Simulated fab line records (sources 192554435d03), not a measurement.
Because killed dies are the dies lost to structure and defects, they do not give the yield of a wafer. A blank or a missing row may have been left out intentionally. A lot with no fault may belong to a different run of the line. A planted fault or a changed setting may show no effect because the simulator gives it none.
A single fault, viewed from 2 desks || flow n5-finfet || what lay behind the numbers comes last; until then each desk has only its own

== AT THE METROLOGY DESK ==
What the gauges read for every lot (on any tool): the sampled wafers with a number, averaged. If a lot's mean is further than 4 standard deviations from the usual mean, the lot is out of limits and carries the mark OUT (the distance appears in the brackets). 7 of its 11 readings are shown, namely those furthest out on some lot.
Columns: A = cd-nm at N5_HKMG_FIN_CD_MEAS_12, usual 92.6 nm; B = DIBL_N at N5_BEOL_M4_RC_MEAS_101, usual 36.5 mV/V; C = IOFF_N at N5_BEOL_M4_RC_MEAS_101, usual 0.16 nA/um; D = IOFF_P at N5_BEOL_M4_RC_MEAS_101, usual 0.22 nA/um; E = ION_P at N5_BEOL_M4_RC_MEAS_101, usual 462 uA/um; F = SS_P at N5_BEOL_M4_RC_MEAS_101, usual 73.3 mV/dec; G = VT_P at N5_BEOL_M4_RC_MEAS_101, usual -249.9 mV
{"lot": "L670", "first seen here": "day 4 00:47", "A": 92.3, "B": 36.3, "C": 0.14, "D": 0.19, "E": 460, "F": 72.9, "G": -251.1}
{"lot": "L674", "first seen here": "day 5 06:52", "A": 91.9, "B": 37.9, "C": 0.18, "D": 0.24, "E": 463, "F": 74.2, "G": -249.4}
{"lot": "L675", "first seen here": "day 5 09:11", "A": 92.4, "B": 37.5, "C": 0.16, "D": 0.26, "E": 473, "F": 73.4, "G": -245.1}
{"lot": "L682", "first seen here": "day 7 07:52", "A": 93.4, "B": 38.0, "C": 0.19, "D": 0.24, "E": 463, "F": 73.4, "G": -249.6}
{"lot": "L685", "first seen here": "day 7 19:20", "A": 92.3, "B": 38.6, "C": 0.20, "D": 0.27, "E": 465, "F": 74.0, "G": -247.0}
{"lot": "L688", "first seen here": "day 8 13:44", "A": 92.8, "B": 36.0, "C": 0.15, "D": 0.20, "E": 461, "F": 72.9, "G": -249.6}
{"lot": "L691", "first seen here": "day 9 08:23", "A": 92.6, "B": 37.2, "C": 0.17, "D": 0.20, "E": 452, "F": 73.7, "G": -254.0}
{"lot": "L692", "first seen here": "day 9 15:50", "A": 93.1, "B": 38.0, "C": 0.18, "D": 0.22, "E": 464, "F": 73.8, "G": -251.2}
{"lot": "L693", "first seen here": "day 9 21:22", "A": 91.7, "B": 38.0, "C": 0.18, "D": 0.22, "E": 461, "F": 73.4, "G": -250.9}
Finding of this desk: none of the 9 lots has anything out of limits.

== TOOL OWNER'S DESK, rie-diel-04 ==
The tool's own readings at N5_HKMG_FIN_ETCH_32 (etches SOC in N2/H2, target depth 240 nm, time 300 s): means of the sampled wafers that have a number, for each lot that ran on this tool. If a lot's mean is further than 4 standard deviations from the usual mean, the lot is out of limits and carries the mark OUT (the distance appears in the brackets).
Columns: A = bias-w at N5_HKMG_FIN_ETCH_32, usual 149.9 W; B = drypump-motor-current-A at N5_HKMG_FIN_ETCH_32, usual 5.8 A; C = oes-product-au at N5_HKMG_FIN_ETCH_32, usual 0.78 a.u.; D = rf-vpp-V at N5_HKMG_FIN_ETCH_32, usual 523.8 V; E = showerhead-plenum-p-Torr at N5_HKMG_FIN_ETCH_32, usual 2.54 Torr; F = throttle-valve-pct at N5_HKMG_FIN_ETCH_32, usual 17.93 %
{"lot": "L670", "first seen here": "day 4 00:58", "A": 149.5, "B": 5.9, "C": 0.78, "D": 523.3, "E": 2.52, "F": 17.93}
{"lot": "L682", "first seen here": "day 7 08:09", "A": 150.3, "B": 5.8, "C": 0.80, "D": 521.4, "E": 2.46, "F": 17.89}
{"lot": "L685", "first seen here": "day 7 19:31", "A": "138.2 (-24) OUT", "B": 5.9, "C": 0.82, "D": "497.0 (-11) OUT", "E": 2.50, "F": 17.85}
{"lot": "L688", "first seen here": "day 8 13:56", "A": "138.4 (-23) OUT", "B": 6.1, "C": 0.85, "D": "497.6 (-10) OUT", "E": 2.54, "F": 17.82}
Finding of this desk: L685, L688 out of limits; the first was L685 at day 7 19:31, on bias-w at N5_HKMG_FIN_ETCH_32. In limits: L670, L682.

== BROUGHT TOGETHER ==
On L685, L688, at day 7 19:31, an alarm was possible from the tool owner's desk.
Nothing out of limits was seen by the metrology desk.
The metrology desk has L685, L688 on record, within its limits.
The lots listed all ran N5_HKMG_FIN_ETCH_32 on rie-diel-04.

== WHAT HAD BEEN PUT IN BY THE SIMULATOR ==
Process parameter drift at N5_HKMG_FIN_ETCH_32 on rie-diel-04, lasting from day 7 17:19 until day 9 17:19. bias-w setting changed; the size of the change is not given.
Shown lots that were struck: L685, L688.
Hours from the fault's start to each desk's first reading out of limits: the tool owner's desk, 2.
